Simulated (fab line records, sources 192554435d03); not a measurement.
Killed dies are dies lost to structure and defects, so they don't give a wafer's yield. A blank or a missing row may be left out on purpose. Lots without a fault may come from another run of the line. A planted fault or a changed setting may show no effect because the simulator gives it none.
Split-lot experiment | flow n5_finfet | 7 lots, 21 wafers read, on a route of 1938 steps

THE SPLIT
At N5_WELL_APT_COAT_19 (resist thk 950 nm), the setting spin_rpm was moved away from the recipe's 1357 rpm on 7 of the 21 wafers read, by -9.2% to +5.2%. The other wafers ran this setting at the recipe's value.

The reading is taken at the split's own step.

THE READING
coat_of_WELL_APT_COAT_19.thk_nm (the simulator's own value, which no gauge read), in nm, at N5_WELL_APT_COAT_19 (resist thk 950 nm). The file gives no usual value for it. The 14 wafers here that ran the recipe average 950.4 nm, standard deviation 1.8 nm.

wafer  | tool, chamber at the split | spin_rpm as run, rpm | against the recipe | coat_of_WELL_APT_COAT_19.thk_nm, nm | against lot-mates on the recipe
L075.1 | litho_track-01, 0          | 1232                 | -9.2%              | 994.4                               | +44.4
L075.5 | litho_track-01, 0          | 1357                 | recipe             | 950.5                               | -
L075.6 | litho_track-01, 0          | 1357                 | recipe             | 949.6                               | -
L076.1 | litho_track-01, 0          | 1357                 | recipe             | 949.4                               | -
L076.3 | litho_track-01, 0          | 1357                 | recipe             | 952.4                               | -
L076.6 | litho_track-01, 0          | 1428                 | +5.2%              | 928.8                               | -22.1
L078.4 | litho_track-05, 0          | 1357                 | recipe             | 948.4                               | -
L078.5 | litho_track-05, 0          | 1357                 | recipe             | 948.9                               | -
L078.6 | litho_track-05, 0          | 1357                 | recipe             | 950.5                               | -
L081.2 | litho_track-01, 0          | 1357                 | recipe             | 952.6                               | -
L081.4 | litho_track-01, 0          | 1357                 | recipe             | 953.5                               | -
L081.5 | litho_track-01, 0          | 1357                 | recipe             | 952.8                               | -
L085.1 | litho_track-02, 0          | 1357                 | recipe             | 947                                 | -
L085.3 | litho_track-02, 0          | 1304                 | -3.9%              | 962.9                               | +15.9
L085.5 | litho_track-02, 0          | 1304                 | -3.9%              | 963.9                               | +16.9
L090.1 | litho_track-05, 0          | 1357                 | recipe             | 949.2                               | -
L090.4 | litho_track-05, 0          | 1357                 | recipe             | 951.4                               | -
L090.5 | litho_track-05, 0          | 1313                 | -3.2%              | 969.2                               | +18.9
L095.1 | litho_track-01, 0          | 1357                 | recipe             | 949.2                               | -
L095.2 | litho_track-01, 0          | 1426                 | +5.1%              | 926.6                               | -22.6
L095.3 | litho_track-01, 0          | 1426                 | +5.1%              | 926.2                               | -23.0

THE FIT
A straight line over all 21 wafers: coat_of_WELL_APT_COAT_19.thk_nm changes by -4.52 nm for each +1% of spin_rpm; r = -0.99; the points scatter about the line by 2.5 nm.
The same after taking each lot's own level away (the mean of its wafers on the recipe; 21 wafers): -4.61 nm for each +1%; r = -1.00; scatter 1.4 nm.
On that fit, the largest move of spin_rpm shifts the reading by 42 nm.
The lots' own levels span 947.00 to 952.97 nm, that is 3.2 times the standard deviation above.
So the lot-to-lot level changes the slope little: the two slopes agree.
Check: with one of the wafers moved furthest among these (-9.2%) left out of the fit, the line predicts +41.4 nm for it against its lot-mates. It came out at +44.4 nm against them.

THE FILE'S OWN FIT
coat_of_WELL_APT_COAT_19.thk_nm changes by -4.67 nm for each +1% of spin_rpm, r = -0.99.
